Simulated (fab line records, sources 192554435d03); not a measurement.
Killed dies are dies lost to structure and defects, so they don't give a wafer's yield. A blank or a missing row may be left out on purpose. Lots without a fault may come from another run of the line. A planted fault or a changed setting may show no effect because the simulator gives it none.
Which tool did it? | flow n5_finfet | 24 lots, 72 wafers sampled, at 6 steps of a route of 1938

WHAT THE GAUGES READ, wafer by wafer
The record holds no reading of a measuring or inspecting step that can be judged against a usual standard deviation.

WHICH TOOL RAN EACH LOT (tool, then ch and the chambers of the sampled wafers, then the start)
lot  | N5_BEOL_M2_HM_DEP_02         | N5_BEOL_M2_HM_OPEN_17             | N5_BEOL_M2_TRENCH_ETCH_37                     | N5_BEOL_M2_SURFACE_TREAT_85  | N5_BEOL_M2_ANNEAL_82         | N5_BEOL_M2_ANNEAL_95
L075 | pvd_sputter-01, day 6 18:04  | rie_metal-02 ch 0,1, day 6 19:17  | rie_diel-03 ch 2,3, day 7 03:01 or earlier    | pvd_sputter-03, day 7 03:01  | pvd_sputter-02, day 7 03:45  | pvd_sputter-02, day 7 04:51
L076 | pvd_sputter-01, day 7 01:05  | rie_metal-03 ch 0,1, day 7 04:00  | rie_diel-05 ch 0,1, day 7 06:58 or earlier    | pvd_sputter-02, day 7 06:58  | pvd_sputter-03, day 7 07:43  | pvd_sputter-03, day 7 08:49
L074 | pvd_sputter-03, day 7 03:03  | rie_metal-01 ch 0,1, day 7 04:14  | rie_diel-03 ch 1,2,3, day 7 07:09 or earlier  | pvd_sputter-01, day 7 07:09  | pvd_sputter-01, day 7 07:53  | pvd_sputter-01, day 7 08:59
L078 | pvd_sputter-02, day 7 13:52  | rie_metal-03 ch 0,1, day 7 15:13  | rie_diel-01 ch 0,1,3, day 7 19:04 or earlier  | pvd_sputter-02, day 7 19:04  | pvd_sputter-03, day 7 19:58  | pvd_sputter-03, day 7 21:04
L077 | pvd_sputter-02, day 7 13:58  | rie_metal-02 ch 0,1, day 7 15:41  | rie_diel-05 ch 0,1,3, day 7 19:02 or earlier  | pvd_sputter-02, day 7 19:02  | pvd_sputter-02, day 7 19:47  | pvd_sputter-02, day 7 20:53
L079 | pvd_sputter-03, day 7 19:13  | rie_metal-03 ch 0,1, day 7 19:59  | rie_diel-03 ch 1,3, day 7 22:25 or earlier    | pvd_sputter-03, day 7 22:25  | pvd_sputter-03, day 7 23:19  | pvd_sputter-03, day 8 00:25
L080 | pvd_sputter-03, day 7 22:07  | rie_metal-03 ch 0,1, day 7 23:01  | rie_diel-03 ch 1,2, day 8 07:28 or earlier    | pvd_sputter-02, day 8 07:28  | pvd_sputter-02, day 8 08:20  | pvd_sputter-02, day 8 09:26
L081 | pvd_sputter-01, day 8 07:04  | rie_metal-01 ch 0,1, day 8 07:58  | rie_diel-05 ch 0,1,3, day 8 19:38 or earlier  | pvd_sputter-03, day 8 19:38  | pvd_sputter-02, day 8 20:25  | pvd_sputter-02, day 8 21:31
L082 | pvd_sputter-02, day 8 19:09  | rie_metal-01 ch 0, day 8 20:11    | rie_diel-05 ch 0,2,3, day 9 00:10 or earlier  | pvd_sputter-02, day 9 00:10  | pvd_sputter-01, day 9 00:54  | pvd_sputter-01, day 9 03:46
L083 | pvd_sputter-03, day 9 03:20  | rie_metal-01 ch 0,1, day 9 04:32  | rie_diel-03 ch 1,2,3, day 9 07:28 or earlier  | pvd_sputter-01, day 9 07:28  | pvd_sputter-03, day 9 08:28  | pvd_sputter-03, day 9 09:34
L084 | pvd_sputter-03, day 9 10:35  | rie_metal-02 ch 0,1, day 9 11:22  | rie_diel-03 ch 0,3, day 9 13:46 or earlier    | pvd_sputter-01, day 9 13:46  | pvd_sputter-01, day 9 14:36  | pvd_sputter-01, day 9 15:42
L085 | pvd_sputter-02, day 9 23:07  | rie_metal-02 ch 0,1, day 9 23:53  | rie_diel-05 ch 0,1, day 10 02:52 or earlier   | pvd_sputter-01, day 10 02:52 | pvd_sputter-02, day 10 03:36 | pvd_sputter-02, day 10 04:42
L086 | pvd_sputter-03, day 9 23:33  | rie_metal-03 ch 0,1, day 10 00:29 | rie_diel-01 ch 0,1,2, day 10 02:57 or earlier | pvd_sputter-02, day 10 02:57 | pvd_sputter-02, day 10 05:26 | pvd_sputter-02, day 10 06:32
L088 | pvd_sputter-03, day 10 01:00 | rie_metal-03 ch 0,1, day 10 01:46 | rie_diel-03 ch 0,2,3, day 10 07:50 or earlier | pvd_sputter-03, day 10 07:50 | pvd_sputter-03, day 10 08:53 | pvd_sputter-03, day 10 09:59
L087 | pvd_sputter-01, day 10 05:37 | rie_metal-03 ch 0,1, day 10 06:23 | rie_diel-03 ch 1,2,3, day 10 15:36 or earlier | pvd_sputter-01, day 10 15:36 | pvd_sputter-02, day 10 16:25 | pvd_sputter-02, day 10 17:31
L089 | pvd_sputter-01, day 10 07:10 | rie_metal-01 ch 0,1, day 10 08:03 | rie_diel-05 ch 0,1,2, day 10 15:29 or earlier | pvd_sputter-01, day 10 15:29 | pvd_sputter-01, day 10 16:13 | pvd_sputter-01, day 10 17:19
L090 | pvd_sputter-01, day 10 17:52 | rie_metal-02 ch 0,1, day 10 18:45 | rie_diel-01 ch 0,1,2, day 10 21:55 or earlier | pvd_sputter-01, day 10 21:55 | pvd_sputter-01, day 10 22:44 | pvd_sputter-01, day 10 23:50
L091 | pvd_sputter-01, day 10 22:07 | rie_metal-02 ch 0,1, day 10 23:23 | rie_diel-01 ch 0,1,2, day 11 03:22 or earlier | pvd_sputter-01, day 11 03:22 | pvd_sputter-01, day 11 04:11 | pvd_sputter-01, day 11 05:17
L093 | pvd_sputter-02, day 12 05:18 | rie_metal-01 ch 0,1, day 12 06:11 | rie_diel-05 ch 0,3, day 12 09:56 or earlier   | pvd_sputter-02, day 12 09:56 | pvd_sputter-02, day 12 10:49 | pvd_sputter-02, day 12 11:55
L092 | pvd_sputter-03, day 12 07:56 | rie_metal-03 ch 0,1, day 12 09:18 | rie_diel-03 ch 0,1,3, day 12 12:33 or earlier | pvd_sputter-01, day 12 12:33 | pvd_sputter-03, day 12 13:17 | pvd_sputter-03, day 12 14:23
L095 | pvd_sputter-03, day 12 09:11 | rie_metal-02 ch 0,1, day 12 09:58 | rie_diel-01 ch 1,2, day 12 12:45 or earlier   | pvd_sputter-02, day 12 12:45 | pvd_sputter-01, day 12 13:37 | pvd_sputter-01, day 12 14:43
L094 | pvd_sputter-01, day 12 09:19 | rie_metal-03 ch 0,1, day 12 10:06 | rie_diel-05 ch 0,1, day 12 12:40 or earlier   | pvd_sputter-01, day 12 12:40 | pvd_sputter-02, day 12 13:24 | pvd_sputter-02, day 12 14:30
L097 | pvd_sputter-01, day 12 12:06 | rie_metal-01 ch 1, day 12 12:52   | rie_diel-01 ch 2, day 12 16:13 or earlier     | pvd_sputter-01, day 12 16:13 | pvd_sputter-02, day 12 17:05 | pvd_sputter-02, day 12 18:11
L096 | pvd_sputter-03, day 12 15:16 | rie_metal-02 ch 0,1, day 12 16:12 | rie_diel-05 ch 1,2, day 12 19:18 or earlier   | pvd_sputter-03, day 12 19:18 | pvd_sputter-01, day 12 20:02 | pvd_sputter-01, day 12 21:08
- N5_BEOL_M2_HM_DEP_02: deposits TiN, target thk 20 nm.
- N5_BEOL_M2_HM_OPEN_17: chemistry Cl2/BCl3, target TiN, target depth 20 nm, overetch 6 nm.
- N5_BEOL_M2_TRENCH_ETCH_37: etches SiOC in C4F6/O2, target depth 55.555 nm, time 29.2 s.
- N5_BEOL_M2_SURFACE_TREAT_85
- N5_BEOL_M2_ANNEAL_82: time 240 s.
- N5_BEOL_M2_ANNEAL_95: time 240 s.

WHAT THE TOOLS THEMSELVES READ (means of the sampled wafers that have a number; where no wafer has one, the mark that the record gives instead)
N5_BEOL_M2_HM_DEP_02. Usual: throttle_valve_pct 30.0 %, standard deviation 1.1.
lot  | tool           | throttle_valve_pct (%) | flag
L075 | pvd_sputter-01 | 29.5                   |
L076 | pvd_sputter-01 | 29.0                   |
L074 | pvd_sputter-03 | 29.1                   |
L078 | pvd_sputter-02 | 30.2                   |
L077 | pvd_sputter-02 | 30.1                   |
L079 | pvd_sputter-03 | 29.0                   |
L080 | pvd_sputter-03 | 29.8                   |
L081 | pvd_sputter-01 | 29.8                   |
L082 | pvd_sputter-02 | 31.3                   |
L083 | pvd_sputter-03 | 30.5                   |
L084 | pvd_sputter-03 | 30.7                   |
L085 | pvd_sputter-02 | 30.5                   |
L086 | pvd_sputter-03 | 31.4                   |
L088 | pvd_sputter-03 | 29.9                   |
L087 | pvd_sputter-01 | 29.0                   |
L089 | pvd_sputter-01 | 29.6                   |
L090 | pvd_sputter-01 | 29.8                   |
L091 | pvd_sputter-01 | 29.5                   |
L093 | pvd_sputter-02 | 30.6                   |
L092 | pvd_sputter-03 | 29.6                   |
L095 | pvd_sputter-03 | 31.5                   |
L094 | pvd_sputter-01 | 29.9                   |
L097 | pvd_sputter-01 | 29.0                   |
L096 | pvd_sputter-03 | 30.8                   |

N5_BEOL_M2_HM_OPEN_17. Usual: drypump_motor_current_A 6.0 A, standard deviation 0.42; mfc_ar_sccm 24.99 sccm, standard deviation 0.07; oes_product_au 0.63 a.u., standard deviation 0.062; throttle_valve_pct 22.3 %, standard deviation 0.32.
lot  | tool         | drypump_motor_current_A (A) | mfc_ar_sccm (sccm) | oes_product_au (a.u.) | throttle_valve_pct (%) | flag
L075 | rie_metal-02 | 6.2                         | 24.94              | 0.66                  | 21.9                   |
L076 | rie_metal-03 | 5.8                         | 25.03              | 0.68                  | 22.2                   |
L074 | rie_metal-01 | 5.9                         | 24.96              | 0.57                  | 22.6                   |
L078 | rie_metal-03 | 5.9                         | 24.98              | 0.66                  | 22.2                   |
L077 | rie_metal-02 | 6.2                         | 24.98              | 0.66                  | 21.9                   |
L079 | rie_metal-03 | 6.2                         | 24.99              | 0.64                  | 22.4                   |
L080 | rie_metal-03 | 5.9                         | 25.05              | 0.67                  | 22.2                   |
L081 | rie_metal-01 | 5.9                         | 25.03              | 0.57                  | 22.6                   |
L082 | rie_metal-01 | 5.8                         | 25.00              | 0.55                  | 22.8                   |
L083 | rie_metal-01 | 5.9                         | 25.05              | 0.57                  | 22.6                   |
L084 | rie_metal-02 | 6.2                         | 25.00              | 0.64                  | 21.9                   |
L085 | rie_metal-02 | 6.0                         | 25.00              | 0.68                  | 21.9                   |
L086 | rie_metal-03 | 6.2                         | 25.03              | 0.64                  | 22.3                   |
L088 | rie_metal-03 | 6.2                         | 24.99              | 0.64                  | 22.4                   |
L087 | rie_metal-03 | 5.8                         | 24.97              | 0.65                  | 22.2                   |
L089 | rie_metal-01 | 5.9                         | 24.99              | 0.56                  | 22.6                   |
L090 | rie_metal-02 | 6.2                         | 25.01              | 0.63                  | 21.9                   |
L091 | rie_metal-02 | 6.0                         | 24.99              | 0.68                  | 21.9                   |
L093 | rie_metal-01 | 5.9                         | 25.02              | 0.57                  | 22.6                   |
L092 | rie_metal-03 | 5.9                         | 25.01              | 0.64                  | 22.2                   |
L095 | rie_metal-02 | 6.0                         | 25.01              | 0.67                  | 21.9                   |
L094 | rie_metal-03 | 5.9                         | 25.02              | 0.64                  | 22.2                   |
L097 | rie_metal-01 | 6.0                         | 25.05              | 0.57                  | 22.5                   |
L096 | rie_metal-02 | 6.2                         | 25.01              | 0.64                  | 21.9                   |

N5_BEOL_M2_TRENCH_ETCH_37. Usual: drypump_motor_current_A 5.6 A, standard deviation 0.44; mfc_ar_sccm 300.0 sccm, standard deviation 0.87; oes_product_au 0.77 a.u., standard deviation 0.087; rf_vpp_V 666 V, standard deviation 9.5; showerhead_plenum_p_Torr 2.92 Torr, standard deviation 0.058; throttle_valve_pct 20.80 %, standard deviation 0.2.
lot  | tool        | drypump_motor_current_A (A) | mfc_ar_sccm (sccm) | oes_product_au (a.u.) | rf_vpp_V (V) | showerhead_plenum_p_Torr (Torr) | throttle_valve_pct (%) | flag
L075 | rie_diel-03 | 5.3                         | 299.4              | 0.69                  | 670          | 2.95                            | 20.79                  |
L076 | rie_diel-05 | 5.5                         | 299.5              | 0.76                  | 653          | 2.86                            | 20.42                  |
L074 | rie_diel-03 | 5.3                         | 299.9              | 0.76                  | 667          | 2.94                            | 20.85                  |
L078 | rie_diel-01 | 6.1                         | 299.4              | 0.76                  | 667          | 2.96                            | 20.78                  |
L077 | rie_diel-05 | 5.7                         | 300.4              | 0.72                  | 663          | 2.86                            | 20.75                  |
L079 | rie_diel-03 | 5.3                         | 300.1              | 0.81                  | 663          | 2.93                            | 20.89                  |
L080 | rie_diel-03 | 5.3                         | 300.7              | 0.75                  | 670          | 2.94                            | 20.84                  |
L081 | rie_diel-05 | 5.8                         | 300.6              | 0.71                  | 663          | 2.86                            | 20.76                  |
L082 | rie_diel-05 | 6.0                         | 300.0              | 0.70                  | 669          | 2.89                            | 20.99                  |
L083 | rie_diel-03 | 5.3                         | 299.9              | 0.74                  | 667          | 2.93                            | 20.87                  |
L084 | rie_diel-03 | 5.7                         | 300.3              | 0.81                  | 679          | 2.99                            | 20.82                  |
L085 | rie_diel-05 | 6.0                         | 300.0              | 0.72                  | 658          | 2.89                            | 20.55                  |
L086 | rie_diel-01 | 5.8                         | 300.6              | 0.79                  | 664          | 2.94                            | 20.84                  |
L088 | rie_diel-03 | 5.5                         | 299.4              | 0.74                  | 674          | 2.97                            | 20.84                  |
L087 | rie_diel-03 | 5.3                         | 299.8              | 0.73                  | 666          | 2.93                            | 20.88                  |
L089 | rie_diel-05 | 5.8                         | 301.2              | 0.79                  | 659          | 2.88                            | 20.57                  |
L090 | rie_diel-01 | 5.8                         | 298.7              | 0.80                  | 663          | 2.94                            | 20.85                  |
L091 | rie_diel-01 | 5.7                         | 299.8              | 0.79                  | 663          | 2.94                            | 20.87                  |
L093 | rie_diel-05 | 5.9                         | 298.8              | 0.85                  | 673          | 2.85                            | 20.85                  |
L092 | rie_diel-03 | 5.5                         | 299.4              | 0.77                  | 670          | 2.94                            | 20.90                  |
L095 | rie_diel-01 | 5.4                         | 300.3              | 0.83                  | 663          | 2.92                            | 20.92                  |
L094 | rie_diel-05 | 6.0                         | 300.9              | 0.70                  | 658          | 2.88                            | 20.60                  |
L097 | rie_diel-01 | 5.2                         | 301.0              | 0.88                  | 664          | 2.90                            | 21.01                  |
L096 | rie_diel-05 | 5.6                         | 300.9              | 0.84                  | 659          | 2.86                            | 20.59                  |

N5_BEOL_M2_SURFACE_TREAT_85. Usual: ar_flow_sccm 30.00 sccm, standard deviation 0.089.
lot  | tool           | ar_flow_sccm (sccm) | flag
L075 | pvd_sputter-03 | 30.02               |
L076 | pvd_sputter-02 | 30.02               |
L074 | pvd_sputter-01 | 30.02               |
L078 | pvd_sputter-02 | 29.96               |
L077 | pvd_sputter-02 | 29.93               |
L079 | pvd_sputter-03 | 30.05               |
L080 | pvd_sputter-02 | 29.95               |
L081 | pvd_sputter-03 | 30.17               |
L082 | pvd_sputter-02 | 29.93               |
L083 | pvd_sputter-01 | 30.04               |
L084 | pvd_sputter-01 | 30.04               |
L085 | pvd_sputter-01 | 30.00               |
L086 | pvd_sputter-02 | 29.95               |
L088 | pvd_sputter-03 | 30.06               |
L087 | pvd_sputter-01 | 29.96               |
L089 | pvd_sputter-01 | 29.95               |
L090 | pvd_sputter-01 | 30.00               |
L091 | pvd_sputter-01 | 30.08               |
L093 | pvd_sputter-02 | 30.06               |
L092 | pvd_sputter-01 | 30.08               |
L095 | pvd_sputter-02 | 30.07               |
L094 | pvd_sputter-01 | 30.08               |
L097 | pvd_sputter-01 | 29.91               |
L096 | pvd_sputter-03 | 30.00               |

N5_BEOL_M2_ANNEAL_82. Usual: heater_power_w 857 W, standard deviation 67.
lot  | tool           | heater_power_w (W) | flag
L075 | pvd_sputter-02 | 820                |
L076 | pvd_sputter-03 | 777                |
L074 | pvd_sputter-01 | 892                |
L078 | pvd_sputter-03 | 875                |
L077 | pvd_sputter-02 | 858                |
L079 | pvd_sputter-03 | 782                |
L080 | pvd_sputter-02 | 850                |
L081 | pvd_sputter-02 | 812                |
L082 | pvd_sputter-01 | 917                |
L083 | pvd_sputter-03 | 862                |
L084 | pvd_sputter-01 | 925                |
L085 | pvd_sputter-02 | 851                |
L086 | pvd_sputter-02 | 814                |
L088 | pvd_sputter-03 | 885                |
L087 | pvd_sputter-02 | 838                |
L089 | pvd_sputter-01 | 891                |
L090 | pvd_sputter-01 | 929                |
L091 | pvd_sputter-01 | 911                |
L093 | pvd_sputter-02 | 875                |
L092 | pvd_sputter-03 | 880                |
L095 | pvd_sputter-01 | 888                |
L094 | pvd_sputter-02 | 854                |
L097 | pvd_sputter-02 | 805                |
L096 | pvd_sputter-01 | 913                |

N5_BEOL_M2_ANNEAL_95. Usual: heater_power_w 857 W, standard deviation 68.
lot  | tool           | heater_power_w (W) | flag
L075 | pvd_sputter-02 | 824                |
L076 | pvd_sputter-03 | 777                |
L074 | pvd_sputter-01 | 893                |
L078 | pvd_sputter-03 | 863                |
L077 | pvd_sputter-02 | 850                |
L079 | pvd_sputter-03 | 796                |
L080 | pvd_sputter-02 | 858                |
L081 | pvd_sputter-02 | 812                |
L082 | pvd_sputter-01 | 913                |
L083 | pvd_sputter-03 | 879                |
L084 | pvd_sputter-01 | 923                |
L085 | pvd_sputter-02 | 847                |
L086 | pvd_sputter-02 | 826                |
L088 | pvd_sputter-03 | 873                |
L087 | pvd_sputter-02 | 840                |
L089 | pvd_sputter-01 | 887                |
L090 | pvd_sputter-01 | 923                |
L091 | pvd_sputter-01 | 917                |
L093 | pvd_sputter-02 | 867                |
L092 | pvd_sputter-03 | 873                |
L095 | pvd_sputter-01 | 882                |
L094 | pvd_sputter-02 | 856                |
L097 | pvd_sputter-02 | 811                |
L096 | pvd_sputter-01 | 926                |

THE ANSWER, worked out from the rows above alone
Rule: a lot is off if the mean of its wafers that have a number lies more than 3 standard deviations from the usual mean. A lot without any number at a reading at which 4 lots or more have one is off too. The other lots that the step has rows for count as sound. The gauges are gone through in route order, then the tools' own readings, and for those a lot's mean is taken as printed above. The first step at which some lot is off is used, and at that step the reading that is off furthest; a lot without a number counts as furthest.
No lot is off at any reading shown: from this, nothing can be told.

WHAT THE SIMULATOR HAD PUT IN
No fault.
